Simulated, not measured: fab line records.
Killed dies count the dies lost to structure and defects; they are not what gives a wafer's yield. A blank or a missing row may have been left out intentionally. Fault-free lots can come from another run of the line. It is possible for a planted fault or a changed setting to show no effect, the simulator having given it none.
One fault seen from 2 desks || flow n5 finfet || each desk has only its own numbers; what lay behind them comes last

## THE TOOL OWNER'S DESK: cmp-03
The tool's own readings at N5_BEOL_M10_CMP_52 (polishes, stops on SiCOH lowk, t overpolish 7 s, target thk 140 nm): means of the sampled wafers that have a number, for each lot that ran on this tool. Any lot whose mean is over 4 standard deviations away from the usual mean is out of limits and marked OUT; that distance is given in the brackets.
Columns: A = barrier field endpoint s at N5_BEOL_M10_CMP_52, usual 28.8 s; B = motor current A at N5_BEOL_M10_CMP_52, usual 5.8 A; C = overpolish run s at N5_BEOL_M10_CMP_52, usual 6.999 s; D = time to endpoint s at N5_BEOL_M10_CMP_52, usual 66 s
{"lot": "L304", "first seen here": "day 11 10:05", "A": 28.7, "B": 5.7, "C": 6.999, "D": 65}
{"lot": "L308", "first seen here": "day 11 14:08", "A": 28.5, "B": 5.3, "C": 7.007, "D": 63}
{"lot": "L307", "first seen here": "day 11 20:58", "A": 28.3, "B": 5.7, "C": 6.988, "D": 62}
{"lot": "L311", "first seen here": "day 12 20:12", "A": 28.7, "B": 5.6, "C": 7.003, "D": 64}
{"lot": "L310", "first seen here": "day 12 21:12", "A": 28.5, "B": 5.9, "C": 6.998, "D": 66}
{"lot": "L313", "first seen here": "day 13 01:51", "A": "24.4 (-5.2) OUT", "B": 5.8, "C": 6.995, "D": 56}
{"lot": "L314", "first seen here": "day 13 11:55", "A": "20.1 (-10) OUT", "B": 5.7, "C": 6.999, "D": "47 (-4.7) OUT"}
{"lot": "L315", "first seen here": "day 13 19:22", "A": "24.4 (-5.2) OUT", "B": 5.6, "C": 7.002, "D": 56}
This desk's verdict: out of limits on L313, L314, L315, starting with L313 at day 13 01:51 (barrier field endpoint s at N5_BEOL_M10_CMP_52). In limits: L304, L308, L307, L311, L310.

## METROLOGY DESK
Means of the sampled wafers that have a number, per lot and without regard to the tool the lot ran on: this is what the gauges read. Any lot whose mean is over 4 standard deviations away from the usual mean is out of limits and marked OUT; that distance is given in the brackets.
Columns: A = M11_ILD_THK at N5_BEOL_M11_THK_MEAS_01, usual 269 nm
{"lot": "L303", "first seen here": "day 10 09:52", "A": 265}
{"lot": "L304", "first seen here": "day 11 11:22", "A": 270}
{"lot": "L305", "first seen here": "day 11 13:55", "A": 266}
{"lot": "L308", "first seen here": "day 11 15:41", "A": 270}
{"lot": "L307", "first seen here": "day 11 22:01", "A": 264}
{"lot": "L311", "first seen here": "day 12 21:16", "A": 270}
{"lot": "L310", "first seen here": "day 12 22:29", "A": 272}
{"lot": "L313", "first seen here": "day 13 02:58", "A": 267}
{"lot": "L314", "first seen here": "day 13 13:02", "A": 271}
{"lot": "L315", "first seen here": "day 13 20:25", "A": 267}
{"lot": "L321", "first seen here": "day 15 12:53", "A": 272}
{"lot": "L323", "first seen here": "day 15 17:40", "A": 271}
This desk's finding: nothing out of limits on any of the 12 lots.

## BROUGHT TOGETHER
The tool owner's desk could have raised an alarm at day 13 01:51, on L313, L314, L315.
At the metrology desk, nothing out of limits was observed.
The metrology desk holds a record of L313, L314, L315, inside its limits.
Every lot named ran N5_BEOL_M10_CMP_52 on cmp-03.

## WHAT THE SIMULATOR PUT IN
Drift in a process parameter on cmp-03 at N5_BEOL_M10_CMP_52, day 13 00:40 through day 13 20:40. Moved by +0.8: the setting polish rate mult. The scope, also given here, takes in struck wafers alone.
Lots struck among those shown: L313, L314, L315.
Each desk's first reading out of limits, in hours after the fault started: the tool owner's desk, 1.
